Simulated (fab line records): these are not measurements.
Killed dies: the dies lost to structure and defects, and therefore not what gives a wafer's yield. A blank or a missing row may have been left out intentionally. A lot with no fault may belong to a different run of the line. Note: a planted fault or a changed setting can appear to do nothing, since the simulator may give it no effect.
What tool caused it? -- flow n5Finfet -- 9 lots, 27 wafers sampled, at 2 steps of a route of 1938

== WHAT THE GAUGES SHOWED, per wafer ==
N5_WELL_APT_OVL_MEAS_09.
lot,measured,on,NWELL_OVL (nm)
L778,day 1 19:35,overlay-02,3 -6 -2
L779,day 2 01:35,overlay-02,-8 1 2
L780,day 2 07:49,overlay-01,-1 -4 3
L783,day 3 01:35,overlay-01,4 1 6
L788,day 4 07:51,overlay-02,71 65 67
L789,day 4 14:10,overlay-01,70 64 60
L791,day 5 01:46,overlay-02,1 1 0
L799,day 7 02:04,overlay-02,-1 4 -1
L800,day 7 07:58,overlay-01,-2 2 -1

== TOOL THAT RAN EACH LOT (tool first, then ch and the chambers of the sampled wafers, then the start) ==
lot,N5_WELL_APT_EXPOSE_05
L778,"krfScanner-01 ch 0, day 1 19:23"
L779,"krfScanner-01 ch 0, day 2 01:23"
L780,"krfScanner-01 ch 0, day 2 07:38"
L783,"krfScanner-02 ch 0, day 3 01:23"
L788,"krfScanner-02 ch 0, day 4 07:39"
L789,"krfScanner-02 ch 0, day 4 13:58"
L791,"krfScanner-01 ch 0, day 5 01:33"
L799,"krfScanner-01 ch 0, day 7 01:52"
L800,"krfScanner-01 ch 0, day 7 07:46"
- N5_WELL_APT_EXPOSE_05: exposes mask NWELL, defocus 0 nm, target cd 200 nm.

== THE ANSWER, worked out from the rows above alone ==
Rule: the usual values come from the lots themselves. The widest of any qualifying gaps counts: lots, ordered by their means at a reading, are off when they make up no more than a third of the lots, leave a main group of 4 or more, and stand apart from it by 3 or more times the standard deviation of that group's means. The tables above print the reading to a certain number of digits; a main group whose means all agree to those digits is not used. A lot without any number at a reading at which 4 lots or more have one is off too. All remaining lots with rows at the step are treated as sound.
Off: at N5_WELL_APT_OVL_MEAS_09 (NWELL_OVL), L788, L789. The main group has a mean of 0 nm with a standard deviation of 1.7.
A tool fits if, at a process step before that reading, it ran every lot that is off, and no sound lot after the first of them. The gauges at N5_WELL_APT_OVL_MEAS_09 are tried like those tools. One candidate fits, namely krfScanner-02 at N5_WELL_APT_EXPOSE_05. A fault onset in the window from L783 (day 3 01:23, its last sound lot) to L788 (day 4 07:39, its first lot off) fits.

== WHAT THE SIMULATOR PUT IN ==
Scanner matching overlay: krfScanner-02, from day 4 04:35 on, at N5_WELL_APT_EXPOSE_05. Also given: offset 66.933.
Lots struck among those shown: L788, L789. The rule above reached the same finding.
